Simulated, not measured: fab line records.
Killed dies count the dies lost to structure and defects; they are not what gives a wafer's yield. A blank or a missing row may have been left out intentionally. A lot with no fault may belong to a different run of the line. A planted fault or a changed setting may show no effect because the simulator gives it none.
The tool behind it: which one? | flow nand_harc | 12 lots with 36 wafers sampled at 6 steps, on a route of 1159 steps

== WHAT EACH GAUGE READ, for each wafer ==
NHARC_P_ZERO_WELL_CD_MEAS_37: target cd 720 nm. Usual: cd_nm 719.2 nm, standard deviation 1.8.
lot  | measured    | on        | cd_nm (nm)        | flag
L787 | day 2 04:23 | cd_sem-01 | 718.4 719.0 719.9 |
L786 | day 2 14:25 | cd_sem-02 | 715.7 717.9 719.4 |
L789 | day 2 16:15 | cd_sem-02 | 719.3 719.2 719.8 |
L790 | day 2 22:15 | cd_sem-02 | 722.2 723.4 720.6 |
L792 | day 3 09:59 | cd_sem-01 | - - -             | OFF
L795 | day 4 04:10 | cd_sem-02 | 718.5 717.9 716.5 |
L801 | day 5 16:07 | cd_sem-02 | 719.5 719.0 718.4 |
L802 | day 5 22:08 | cd_sem-03 | 721.2 718.5 718.8 |
L803 | day 6 04:08 | cd_sem-03 | 721.6 719.8 719.3 |
L806 | day 6 22:06 | cd_sem-03 | 718.9 719.8 719.8 |
L807 | day 7 04:01 | cd_sem-03 | 716.1 718.1 720.6 |
L808 | day 7 10:07 | cd_sem-01 | 719.9 720.1 721.5 |

NHARC_P_STI_CD_MEAS_09: target cd 200 nm. Usual: cd_nm 200.0 nm, standard deviation 2.4.
lot  | measured    | on        | cd_nm (nm)        | flag
L787 | day 3 01:55 | cd_sem-01 | 206.5 200.8 199.3 |
L786 | day 3 09:20 | cd_sem-03 | 198.7 196.6 202.8 |
L789 | day 3 09:10 | cd_sem-01 | 199.8 201.8 200.4 |
L790 | day 3 18:02 | cd_sem-03 | 201.4 198.7 198.9 |
L795 | day 5 03:47 | cd_sem-02 | 197.8 199.5 198.3 |
L801 | day 6 12:56 | cd_sem-02 | 202.0 197.3 194.9 |
L802 | day 6 16:43 | cd_sem-02 | 197.9 200.2 200.1 |
L803 | day 7 01:40 | cd_sem-01 | 199.9 201.2 199.2 |
L806 | day 7 18:01 | cd_sem-01 | 202.8 193.9 201.3 |
L807 | day 7 22:47 | cd_sem-01 | 200.4 200.5 200.7 |
L808 | day 8 05:48 | cd_sem-03 | 204.6 204.6 201.6 |

NHARC_END_SORT_01. Usual: killed_at_array 29, standard deviation 9.4; killed_at_other 0.7, standard deviation 1.3; killed_at_periphery 2.9, standard deviation 2.1; killed_dies 32, standard deviation 9; killed_open 3.3, standard deviation 1.8; killed_short 1.9, standard deviation 1.4.
lot  | measured     | on        | killed_at_array | killed_at_other | killed_at_periphery | killed_dies | killed_open | killed_short | flag
L792 | day 21 08:00 | prober-01 | 40 29 30        | 1 1 1           | 636 647 646         | 677 677 677 | 2 1 3       | 1 1 1        | OFF

== TOOL THAT RAN EACH LOT (tool first, then ch and the chambers of the sampled wafers, then the start) ==
lot  | NHARC_P_ZERO_WELL_EXPOSE_34      | NHARC_P_ZERO_WELL_DESCUM_39       | NHARC_P_GATE_DESCUM_13
L787 | krf_scanner-04 ch 0, day 2 04:14 | rie_diel-02 ch 0,2,3, day 2 04:34 | rie_diel-09 ch 0,2,3, day 4 16:55
L786 | krf_scanner-03 ch 0, day 2 14:16 | rie_diel-07 ch 0,1, day 2 14:35   | rie_diel-09 ch 0,2,3, day 5 04:32
L789 | krf_scanner-04 ch 0, day 2 16:05 | rie_diel-02 ch 1,3, day 2 16:25   | rie_diel-09 ch 0,1,2, day 5 04:37
L790 | krf_scanner-03 ch 0, day 2 22:06 | rie_diel-07 ch 0,3, day 2 22:25   | rie_diel-12 ch 0,1,3, day 5 12:35
L792 | krf_scanner-03 ch 0, day 3 09:50 | rie_diel-02 ch 1,3, day 3 10:10   | -
L795 | krf_scanner-03 ch 0, day 4 04:00 | rie_diel-07 ch 0,2,3, day 4 04:20 | rie_diel-12 ch 0,1,3, day 7 07:55
L801 | krf_scanner-03 ch 0, day 5 15:58 | rie_diel-07 ch 0,1,2, day 5 16:17 | rie_diel-13 ch 0,1,2, day 8 03:19
L802 | krf_scanner-02 ch 0, day 5 21:59 | rie_diel-07 ch 0,2,3, day 5 22:19 | rie_diel-09 ch 0,1,3, day 8 09:03
L803 | krf_scanner-02 ch 0, day 6 03:58 | rie_diel-02 ch 0,1,3, day 6 04:19 | rie_diel-12 ch 0,1,2, day 8 16:40
L806 | krf_scanner-03 ch 0, day 6 21:57 | rie_diel-06 ch 0,2,3, day 6 22:16 | rie_diel-09 ch 1,2,3, day 9 07:06
L807 | krf_scanner-03 ch 0, day 7 03:51 | rie_diel-07 ch 2,3, day 7 04:11   | rie_diel-12 ch 0,1,3, day 9 07:04
L808 | krf_scanner-03 ch 0, day 7 09:57 | rie_diel-06 ch 0,1,3, day 7 10:16 | rie_diel-09 ch 1,2,3, day 9 20:37
- NHARC_P_ZERO_WELL_EXPOSE_34: exposes mask P PWELL, target cd 720 nm.
- NHARC_P_ZERO_WELL_DESCUM_39: chemistry O2, time 3 s.
- NHARC_P_GATE_DESCUM_13: chemistry O2, time 3 s.

== AS READ BY THE TOOLS THEMSELVES (means over the sampled wafers that have a number; for cases with no such wafer, the mark the record gives instead) ==
NHARC_P_ZERO_WELL_EXPOSE_34. Usual: stage_vel_mm_s 499.96 mm/s, standard deviation 0.22.
lot  | tool           | stage_vel_mm_s (mm/s) | flag
L787 | krf_scanner-04 | 499.64                |
L786 | krf_scanner-03 | 500.08                |
L789 | krf_scanner-04 | 499.90                |
L790 | krf_scanner-03 | 500.02                |
L792 | krf_scanner-03 | 499.95                |
L795 | krf_scanner-03 | 500.04                |
L801 | krf_scanner-03 | 499.80                |
L802 | krf_scanner-02 | 499.96                |
L803 | krf_scanner-02 | 500.04                |
L806 | krf_scanner-03 | 499.79                |
L807 | krf_scanner-03 | 499.90                |
L808 | krf_scanner-03 | 499.77                |

NHARC_P_ZERO_WELL_DESCUM_39. Usual: drypump_motor_current_A 5.85 A, standard deviation 0.29; oes_product_au 1.004 a.u., standard deviation 0.0091; rf_vpp_V 58.0 V, standard deviation 0.86; showerhead_plenum_p_Torr 1.94 Torr, standard deviation 0.06; throttle_valve_pct 11.310 %, standard deviation 0.0099.
lot  | tool        | drypump_motor_current_A (A) | oes_product_au (a.u.) | rf_vpp_V (V) | showerhead_plenum_p_Torr (Torr) | throttle_valve_pct (%) | flag
L787 | rie_diel-02 | 5.89                        | 1.004                 | 58.2         | 1.95                            | 11.305                 |
L786 | rie_diel-07 | 5.74                        | 0.999                 | 58.0         | 1.99                            | 11.313                 |
L789 | rie_diel-02 | 5.96                        | 1.010                 | 57.3         | 1.85                            | 11.309                 |
L790 | rie_diel-07 | 5.75                        | 1.009                 | 57.8         | 1.95                            | 11.317                 |
L792 | rie_diel-02 | 6.00                        | 1.010                 | 57.5         | 1.87                            | 11.315                 |
L795 | rie_diel-07 | 5.88                        | 0.995                 | 58.6         | 1.96                            | 11.309                 |
L801 | rie_diel-07 | 5.87                        | 1.008                 | 58.2         | 1.98                            | 11.309                 |
L802 | rie_diel-07 | 5.88                        | 1.001                 | 58.1         | 1.96                            | 11.315                 |
L803 | rie_diel-02 | 5.91                        | 1.006                 | 58.2         | 1.90                            | 11.305                 |
L806 | rie_diel-06 | 5.99                        | 1.005                 | 57.7         | 1.89                            | 11.306                 |
L807 | rie_diel-07 | 5.52                        | 1.008                 | 57.7         | 1.98                            | 11.307                 |
L808 | rie_diel-06 | 5.98                        | 1.003                 | 57.1         | 1.89                            | 11.302                 |

NHARC_P_GATE_DESCUM_13. Usual: drypump_motor_current_A 5.8 A, standard deviation 0.51; oes_product_au 0.996 a.u., standard deviation 0.01; rf_vpp_V 57.9 V, standard deviation 0.9; showerhead_plenum_p_Torr 1.96 Torr, standard deviation 0.077; throttle_valve_pct 11.312 %, standard deviation 0.0085.
lot  | tool        | drypump_motor_current_A (A) | oes_product_au (a.u.) | rf_vpp_V (V) | showerhead_plenum_p_Torr (Torr) | throttle_valve_pct (%) | flag
L787 | rie_diel-09 | 5.4                         | 0.990                 | 57.5         | 1.94                            | 11.302                 |
L786 | rie_diel-09 | 5.4                         | 0.994                 | 58.2         | 1.94                            | 11.308                 |
L789 | rie_diel-09 | 6.0                         | 0.982                 | 57.6         | 1.91                            | 11.310                 |
L790 | rie_diel-12 | 5.6                         | 1.002                 | 57.8         | 1.97                            | 11.305                 |
L795 | rie_diel-12 | 5.6                         | 0.997                 | 57.6         | 1.97                            | 11.311                 |
L801 | rie_diel-13 | 6.0                         | 0.997                 | 58.0         | 1.96                            | 11.310                 |
L802 | rie_diel-09 | 6.0                         | 0.984                 | 59.2         | 1.90                            | 11.315                 |
L803 | rie_diel-12 | 5.9                         | 1.005                 | 58.1         | 1.98                            | 11.311                 |
L806 | rie_diel-09 | 5.8                         | 0.999                 | 58.0         | 1.96                            | 11.313                 |
L807 | rie_diel-12 | 5.6                         | 0.995                 | 57.2         | 1.97                            | 11.310                 |
L808 | rie_diel-09 | 5.8                         | 0.998                 | 58.3         | 1.96                            | 11.310                 |

== THE ANSWER, worked out from the rows above alone ==
Rule: lot off if the mean of its wafers having a number is beyond 3 standard deviations from the usual mean. Also off: a lot with no number at a reading for which 4 or more lots have one. Any other lot the step has rows for is counted as sound. The gauges are gone through in route order, then the tools' own readings, and for those a lot's mean is taken as printed above. At the first step where some lot is off, the reading lying furthest off is the one used; lots without a number count as furthest.
Off: L792, at NHARC_P_ZERO_WELL_CD_MEAS_37 (cd_nm). Without a number there: L792.
If a tool, at a process step before that reading, ran all the lots that are off and no sound lot after the first of them, it fits. The gauges at NHARC_P_ZERO_WELL_CD_MEAS_37 aren't tried: what is off there is off at NHARC_END_SORT_01 too, on other tools, and a gauge's error can't cause that. No candidate that was tried fits.

== WHAT THE SIMULATOR HAD INSERTED ==
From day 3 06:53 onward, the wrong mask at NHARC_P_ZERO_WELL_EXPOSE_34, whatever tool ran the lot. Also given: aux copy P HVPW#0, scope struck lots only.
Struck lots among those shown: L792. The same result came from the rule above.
